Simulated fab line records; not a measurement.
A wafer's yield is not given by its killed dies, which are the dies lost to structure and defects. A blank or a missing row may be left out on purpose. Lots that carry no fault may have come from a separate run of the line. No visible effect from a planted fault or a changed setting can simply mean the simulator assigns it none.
A lot that was struck, set against a sound lot / flow n5Finfet / 39 out of 1938 route steps
Sound: the wafers L971.2, L971.4, L971.5. Struck: wafers L957.4, L957.5 (left out: L957.6, a lot-mate that was not struck); the cause follows at the end.
At each step with rows: each side's tool, then ch and its chambers, then its first start. Under that, the readings that differ: sound wafers / struck wafers / difference of the means / sigmas: that difference in standard deviations of wafers without a fault.
alike: a reading whose means differ by less than 2 such deviations, as well as words and numbers matching on both sides. not compared: withheld readings; readings where some wafer has no value; bounds like >300 that might hide an equal value; numbers whose values overlap and for which the record gives no deviation.
A row with sigmas, a row that says differs or no value, or rows on one side alone: a step with any of these is where the two part. When numbers do not overlap yet have no deviation, they are printed without sigmas and do not part them. A reading missing from all wafers of one side parts the sides only when that side holds two or more wafers.

first, 12 steps without rows for these wafers: N5_BEOL_M1_ANNEAL_87 (time 240 s); N5_BEOL_M1_SPUTTER_88 (material Cu, target thk 4.5 nm, time 8.29 s); N5_BEOL_M1_ANNEAL_89 (time 240 s); N5_BEOL_M1_SPUTTER_90 (material Cu, target thk 4.5 nm, time 8.29 s); N5_BEOL_M1_ANNEAL_91 (time 240 s); N5_BEOL_M1_SPUTTER_92 (material Cu, target thk 4.5 nm, time 8.29 s); N5_BEOL_M1_ANNEAL_93 (time 240 s); N5_BEOL_M1_SPUTTER_94 (material Cu, target thk 4.5 nm, time 8.29 s); N5_BEOL_M1_ANNEAL_95 (time 240 s); N5_BEOL_M1_SPUTTER_96 (material Cu, target thk 4.5 nm, time 8.29 s); N5_BEOL_M1_ECD_50 (material Cu, target thk 300 nm); N5_BEOL_M1_ANNEAL_51 (time 90 s).
N5_BEOL_M1_CMP_52: polishes, stops on SiOC, t overpolish 6.8 s, target thk 40 nm.
  sound on cmp-01 ch 0,1,2, day 12 17:53; struck on cmp-02 ch 2,3, day 8 21:58
reading=barrierFieldEndpointS (s); sound=24.2 24.0 24.7; struck=41.1 41.2; difference=+16.9; sigmas=+29
reading=overpolishRunS (s); sound=6.791 6.804 6.799; struck=0.047 0.034; difference=-6.758; sigmas=-99 or more
reading=timeToEndpointS (s); sound=60 60 64; struck=81 80; difference=+19; sigmas=+6
  alike: motorCurrentA, slurryFilterDpKPa
N5_BEOL_M1_THK_MEAS_53: measures by xrf.
  sound on filmMetro-01 at day 12 18:11; struck on filmMetro-01 at day 8 22:10
reading=M1_THK (nm); sound=39.0 39.2 41.8; struck=143.9 152.8; difference=+108.4; sigmas=+77
then, 4 steps without rows for these wafers: N5_BEOL_M1_PRE_CLEAN_60 (time 15 s); N5_BEOL_M1_CO_CAP_55 (material Co, precursor CCTBA/H2, target thk 2 nm, time 102.1 s); N5_BEOL_M1_PRE_CLEAN_56 (time 15 s); N5_BEOL_M1_DEP_57 (deposits SiCN from 3MS/NH3, target thk 8 nm, time 14 s).
N5_BEOL_M1_INSPECT_59: inspects for defects (darkfield).
  sound on defectInspect-02 at day 12 18:29; struck on defectInspect-01 at day 8 22:26
reading=rawDefectCount; sound=96 76 100; struck=1533 1683; difference=+1517; sigmas=+56
then, 18 steps without rows for these wafers: N5_BEOL_M2_ILD_DEP_00 (deposits SiOC from DEMS/O2, target thk 79 nm, time 15.3 s); N5_BEOL_M2_PECVD_72 (deposits SiO2 from TEOS/O2, target thk 16 nm, time 18 s); N5_BEOL_M2_HM_DEP_02 (deposits TiN, target thk 20 nm); N5_BEOL_M2_COAT_61 (time 60 s, resist thk 60 nm); N5_BEOL_M2_COAT_62 (time 60 s, resist thk 12 nm); N5_BEOL_M2_COAT_73 (time 60 s, resist thk 5 nm); N5_BEOL_M2_COAT_05 (resist thk 30 nm); N5_BEOL_M2_EBR_07; N5_BEOL_M2_SOFTBAKE_06 (time 60 s); N5_BEOL_M2_EXPOSE_08 (exposes mask M2); N5_BEOL_M2_PEB_09 (peb time 60 s); N5_BEOL_M2_DEVELOP_10 (develop time 30 s); N5_BEOL_M2_DESCUM_16 (chemistry O2, time 7 s); N5_BEOL_M2_ETCH_74 (etches underlayer in N2/H2, target depth 6.5 nm, time 5.2 s); N5_BEOL_M2_ETCH_63 (etches SiARC in CF4, target depth 15.6 nm, time 26 s); N5_BEOL_M2_ETCH_64 (etches SOC in N2/H2, target depth 75 nm, overetch 22.5 nm, time 121.9 s); N5_BEOL_M2_STRIP_65 (strips in N2/H2); N5_BEOL_M2_STRIP_75 (strips in N2/H2).
N5_BEOL_M4_RC_MEAS_101:
  the record has rows for the sound wafers here (prober-02 ch 0, day 15 11:30) and none for the struck ones
-- record jumps: 7 days separate the struck wafers' starts on either side; left off in module BEOL_M4, taken up again in module PASSIVATION, whose first shown step is the route's number 1936 --
N5_PASSIVATION_PROBE_49:
  sound on prober-01 at day 19 15:49; struck on prober-01 at day 15 14:10
reading=defectLimitedYield (%); sound=91.6 91.7 93.0; struck=0 0; difference=-92; sigmas=-66
reading=killed_at_M0_to_M3; sound=50 30 29; struck=1089 1104; difference=+1060; sigmas=+99 or more
reading=killedAtFrontEnd; sound=20 17 17; struck=45 39; difference=+24; sigmas=+2
reading=killedDies; sound=99 98 83; struck=1180 1180; difference=+1087; sigmas=+68
reading=killedOnRim; sound=11 11 7; struck=152 152; difference=+142; sigmas=+34
reading=sortNPass; sound=1081 1082 1097; struck=0 0; difference=-1087; sigmas=-64
reading=sortYieldPct (%); sound=91.6 91.7 93.0; struck=0 0; difference=-92; sigmas=-66
  alike: killed_at_M4_up, killedAtContacts, killedAtOther, killedOpen, killedShort, sort_bin_5_function, sort_bin_6_memory

== WHERE THEY PART ==
At N5_BEOL_M1_CMP_52 first; at N5_PASSIVATION_PROBE_49 last (within this record only).

WHY: whatever the simulator had introduced
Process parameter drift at N5_BEOL_M1_CMP_52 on cmp-02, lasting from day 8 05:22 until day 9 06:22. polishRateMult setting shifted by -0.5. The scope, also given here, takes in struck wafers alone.
